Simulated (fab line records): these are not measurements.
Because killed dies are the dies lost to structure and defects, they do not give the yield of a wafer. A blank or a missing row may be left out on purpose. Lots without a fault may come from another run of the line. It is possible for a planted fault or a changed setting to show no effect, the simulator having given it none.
Which tool was responsible?	flow n5Finfet	72 wafers from 24 lots sampled at 5 of the route's 1938 steps

WHAT THE GAUGES READ, wafer by wafer
N5_BEOL_M12_CD_MEAS_17 targets a cd of 140 nm.
lot	measured	on	cdNm (nm)
L074	day 10 09:07	cdSem-02	140.4 139.4 140.9
L076	day 10 15:25	cdSem-02	138.6 143.2 141.7
L075	day 10 19:04	cdSem-02	141.4 141.1 140.7
L077	day 10 21:49	cdSem-02	140.4 141.7 140.7
L078	day 11 15:57	cdSem-01	140.2 142.0 141.8
L079	day 12 04:30	cdSem-02	138.7 141.5 141.6
L080	day 12 05:12	cdSem-01	142.9 141.7 139.3
L081	day 12 12:25	cdSem-03	140.7 141.2 139.6
L084	day 12 21:23	cdSem-02	140.1 142.2 142.1
L083	day 12 22:38	cdSem-02	140.6 142.3 140.2
L082	day 12 22:46	cdSem-02	136.9 139.5 139.8
L085	day 13 18:06	cdSem-01	145.8 141.1 142.2
L087	day 13 21:52	cdSem-01	141.1 138.7 140.3
L089	day 14 05:56	cdSem-01	139.0 136.1 139.5
L086	day 14 08:02	cdSem-01	139.3 138.3 138.4
L088	day 15 00:34	cdSem-01	143.9 145.2 142.7
L090	day 15 03:38	cdSem-01	140.7 141.6 139.0
L092	day 15 07:16	cdSem-01	143.8 143.4 144.0
L091	day 15 07:49	cdSem-02	139.9 142.7 144.0
L093	day 16 04:26	cdSem-02	137.6 142.0 141.2
L094	day 16 10:12	cdSem-01	143.8 139.1 141.1
L097	day 16 12:03	cdSem-02	139.4 142.3 141.4
L095	day 16 15:59	cdSem-03	140.8 138.0 139.2
L096	day 16 17:20	cdSem-01	142.6 143.8 145.0

N5_BEOL_M12_INSPECT_30: inspects for defects (macro).
lot	measured	on	rawDefectCount
L074	day 10 09:29	defectInspect-02	2 2 0
L076	day 10 15:55	defectInspect-01	4 1 1
L075	day 10 19:27	defectInspect-02	2 4 2
L077	day 10 22:19	defectInspect-01	5 4 3
L078	day 11 16:20	defectInspect-02	3 1 2
L079	day 12 05:00	defectInspect-02	3 0 0
L080	day 12 05:35	defectInspect-02	1 1 2
L081	day 12 12:56	defectInspect-02	3 0 0
L084	day 12 21:46	defectInspect-01	4 0 3
L083	day 12 23:01	defectInspect-02	4 3 4
L082	day 12 23:16	defectInspect-02	2 5 5
L085	day 13 18:29	defectInspect-01	2 3 0
L087	day 13 22:14	defectInspect-02	0 3 1
L089	day 14 06:19	defectInspect-02	4 3 1
L086	day 14 08:25	defectInspect-01	3 4 3
L088	day 15 00:56	defectInspect-01	2 1 1
L090	day 15 04:01	defectInspect-01	1 1 2
L092	day 15 07:46	defectInspect-01	1 2 3
L091	day 15 08:19	defectInspect-01	5 3 3
L093	day 16 04:56	defectInspect-01	1 3 1
L094	day 16 10:35	defectInspect-01	2 3 2
L097	day 16 12:33	defectInspect-02	1 3 4
L095	day 16 16:22	defectInspect-01	1 4 5
L096	day 16 17:44	defectInspect-01	3 2 2

N5_BEOL_M13_CD_MEAS_28 targets a cd of 209.5 nm.
lot	measured	on	cdNm (nm)
L074	day 10 16:32	cdSem-02	210.0 211.0 209.9
L076	day 10 21:36	cdSem-03	209.8 210.3 208.8
L075	day 11 00:55	cdSem-01	208.7 209.3 210.3
L077	day 11 04:53	cdSem-01	208.1 208.5 207.3
L078	day 12 00:28	cdSem-02	210.1 208.6 210.1
L079	day 12 11:24	cdSem-01	208.6 208.9 208.7
L080	day 12 13:52	cdSem-02	209.7 208.9 210.8
L081	day 12 17:35	cdSem-03	210.2 209.3 210.0
L084	day 13 06:43	cdSem-02	210.5 208.3 207.9
L083	day 13 10:56	cdSem-02	209.1 210.2 207.8
L082	day 13 10:19	cdSem-01	208.3 209.1 207.6
L085	day 13 22:14	cdSem-02	206.8 209.7 210.3
L087	day 14 04:58	cdSem-03	208.8 207.0 209.1
L089	day 14 13:55	cdSem-01	210.7 208.7 210.2
L086	day 14 17:38	cdSem-02	209.7 208.8 210.4
L088	day 15 04:44	cdSem-01	207.3 209.2 209.9
L090	day 15 08:22	cdSem-02	208.3 209.1 210.3
L092	day 15 11:37	cdSem-02	210.8 208.5 208.5
L091	day 15 13:34	cdSem-02	209.3 207.4 206.9
L093	day 16 12:03	cdSem-01	209.6 210.0 209.7
L094	day 16 15:18	cdSem-01	208.8 210.2 210.2
L097	day 16 17:06	cdSem-03	211.2 210.6 210.2
L095	day 16 20:49	cdSem-02	207.1 209.4 208.0
L096	day 16 23:31	cdSem-02	210.1 209.3 207.5

WHAT TOOL EACH LOT RAN ON (gives the tool, then ch and the chambers of the sampled wafers, and finally the start)
lot	N5_BEOL_M12_ETCH_59	N5_BEOL_M12_DESCUM_33
L074	rieDiel-03 ch 0,3, day 10 08:39	rieDiel-05 ch 1,3, day 10 09:32
L076	rieDiel-05 ch 1,2,3, day 10 14:58	rieDiel-05 ch 1,2, day 10 16:15
L075	rieDiel-04 ch 0,2,3, day 10 18:37	rieDiel-05 ch 1,2,3, day 10 19:40
L077	rieDiel-03 ch 0,1, day 10 21:21	rieDiel-04 ch 0,2, day 10 22:23
L078	rieDiel-05 ch 1,2, day 11 15:29	rieDiel-05 ch 2,3, day 11 16:22
L079	rieDiel-04 ch 0,2, day 12 04:02	rieDiel-03 ch 0,3, day 12 05:02
L080	rieDiel-03 ch 0,1,3, day 12 04:38	rieDiel-04 ch 0,1,3, day 12 05:38
L081	rieDiel-04 ch 0,1,3, day 12 11:58	rieDiel-04 ch 0,1, day 12 12:58
L084	rieDiel-05 ch 1,2, day 12 20:55	rieDiel-05 ch 0,1, day 12 22:11
L083	rieDiel-04 ch 0,3, day 12 22:11	rieDiel-04 ch 0,1,3, day 12 23:05
L082	rieDiel-03 ch 0,2, day 12 22:18	rieDiel-05 ch 0,1, day 12 23:18
L085	rieDiel-04 ch 1,2,3, day 13 17:38	rieDiel-05 ch 0,1,2, day 13 18:35
L087	rieDiel-04 ch 1,2,3, day 13 21:23	rieDiel-03 ch 0,1,2, day 13 22:16
L089	rieDiel-03 ch 0,1,3, day 14 05:28	rieDiel-04 ch 1,2, day 14 06:20
L086	rieDiel-03 ch 0,2,3, day 14 07:29	rieDiel-03 ch 0,2,3, day 14 08:27
L088	rieDiel-03 ch 1,3, day 15 00:06	rieDiel-05 ch 0,2, day 15 00:59
L090	rieDiel-04 ch 2,3, day 15 02:49	rieDiel-03 ch 1,3, day 15 04:02
L092	rieDiel-05 ch 0,3, day 15 06:39	rieDiel-05 ch 0,2, day 15 07:48
L091	rieDiel-04 ch 1,2,3, day 15 07:16	rieDiel-03 ch 0,2, day 15 08:41
L093	rieDiel-03 ch 0,1,2, day 16 03:59	rieDiel-03 ch 1,3, day 16 04:59
L094	rieDiel-04 ch 0,1,2, day 16 09:45	rieDiel-03 ch 2,3, day 16 10:37
L097	rieDiel-03 ch 1,2,3, day 16 11:35	rieDiel-04 ch 1,2,3, day 16 12:47
L095	rieDiel-05 ch 0,1,2, day 16 15:31	rieDiel-04 ch 0,2,3, day 16 16:23
L096	rieDiel-05 ch 0,1,3, day 16 16:53	rieDiel-05 ch 0,2, day 16 18:01
- N5_BEOL_M12_ETCH_59: etches BARC in N2/H2, target depth 89 nm, overetch 26.7 nm, time 67.9 s.
- N5_BEOL_M12_DESCUM_33: chemistry O2, time 7.9 s.

AS READ BY THE TOOLS THEMSELVES (means over the sampled wafers that have a number; for cases with no such wafer, the mark the record gives instead)
N5_BEOL_M12_ETCH_59.
lot	tool	drypumpMotorCurrentA (A)	oesProductAu (a.u.)	rfVppV (V)	showerheadPlenumPTorr (Torr)	throttleValvePct (%)
L074	rieDiel-03	5.4	0.69	522.0	2.49	17.88
L076	rieDiel-05	5.7	0.68	525.7	2.61	17.74
L075	rieDiel-04	6.4	0.61	522.5	2.52	17.88
L077	rieDiel-03	6.2	0.67	522.5	2.49	17.72
L078	rieDiel-05	5.6	0.74	527.0	2.65	17.81
L079	rieDiel-04	6.5	0.58	524.2	2.54	18.08
L080	rieDiel-03	5.8	0.67	523.0	2.48	17.81
L081	rieDiel-04	6.3	0.69	523.7	2.55	17.60
L084	rieDiel-05	5.6	0.72	526.7	2.64	17.83
L083	rieDiel-04	6.4	0.60	524.0	2.55	17.74
L082	rieDiel-03	5.5	0.67	523.2	2.53	18.00
L085	rieDiel-04	6.2	0.74	522.7	2.51	17.66
L087	rieDiel-04	6.2	0.75	522.3	2.51	17.65
L089	rieDiel-03	5.8	0.66	521.7	2.48	17.85
L086	rieDiel-03	5.6	0.69	523.8	2.52	18.01
L088	rieDiel-03	6.2	0.69	521.5	2.46	17.75
L090	rieDiel-04	6.2	0.69	521.4	2.45	17.81
L092	rieDiel-05	5.9	0.76	527.3	2.67	17.41
L091	rieDiel-04	6.2	0.72	522.6	2.51	17.67
L093	rieDiel-03	6.0	0.67	523.6	2.51	17.94
L094	rieDiel-04	6.4	0.76	524.5	2.56	17.55
L097	rieDiel-03	6.0	0.70	523.0	2.51	17.95
L095	rieDiel-05	5.6	0.75	526.2	2.64	17.61
L096	rieDiel-05	5.7	0.76	525.7	2.60	17.40

N5_BEOL_M12_DESCUM_33.
lot	tool	drypumpMotorCurrentA (A)	oesProductAu (a.u.)	rfVppV (V)	showerheadPlenumPTorr (Torr)	tempC (C)	throttleValvePct (%)
L074	rieDiel-05	5.4	0.70	242.2	2.08	39.92	20.15
L076	rieDiel-05	5.3	0.80	244.0	2.12	40.00	20.22
L075	rieDiel-05	5.7	0.80	244.7	2.14	39.94	20.20
L077	rieDiel-04	6.5	0.69	244.2	2.13	40.01	20.40
L078	rieDiel-05	6.1	0.78	243.8	2.16	39.88	20.17
L079	rieDiel-03	5.4	0.74	242.9	2.06	40.10	20.51
L080	rieDiel-04	6.3	0.80	243.4	2.11	40.01	20.17
L081	rieDiel-04	6.5	0.77	244.3	2.16	39.96	20.22
L084	rieDiel-05	5.3	0.77	242.3	2.12	40.15	20.14
L083	rieDiel-04	6.3	0.79	243.8	2.10	40.11	20.19
L082	rieDiel-05	5.3	0.77	244.3	2.12	40.02	20.15
L085	rieDiel-05	5.6	0.84	244.8	2.17	39.93	20.20
L087	rieDiel-03	6.0	0.81	242.6	2.08	39.99	20.45
L089	rieDiel-04	6.2	0.91	243.8	2.11	40.00	20.10
L086	rieDiel-03	5.6	0.82	242.9	2.08	40.04	20.56
L088	rieDiel-05	5.9	0.90	245.6	2.22	39.94	20.23
L090	rieDiel-03	6.2	0.81	241.7	2.01	40.05	20.23
L092	rieDiel-05	5.9	0.89	244.7	2.22	39.99	20.25
L091	rieDiel-03	5.6	0.76	242.2	2.09	40.01	20.62
L093	rieDiel-03	5.9	0.80	241.7	2.02	39.96	20.36
L094	rieDiel-03	5.7	0.83	242.4	2.06	39.92	20.56
L097	rieDiel-04	6.2	0.84	242.4	2.05	39.98	20.20
L095	rieDiel-04	6.4	0.85	242.7	2.05	40.01	20.20
L096	rieDiel-05	5.9	0.87	244.8	2.22	40.04	20.27

THE ANSWER, worked out from the rows above alone
Rule: the lots themselves supply what counts as usual. The widest of any qualifying gaps counts: lots, ordered by their means at a reading, are off when they make up no more than a third of the lots, leave a main group of 4 or more, and stand apart from it by 3 or more times the standard deviation of that group's means. If all means in a main group match to the digits the tables above print for the reading, that group is not used. Also off: a lot with no number at a reading for which 4 or more lots have one. All remaining lots with rows at the step are treated as sound. After the gauges, taken in route order, come the tools' own readings; for these a lot's mean is taken, as printed above. At the first step where some lot is off, the reading lying furthest off is the one used; lots without a number count as furthest.
No lot is off on any of the readings shown, so nothing can be concluded from this.

WHAT HAD BEEN PUT IN BY THE SIMULATOR
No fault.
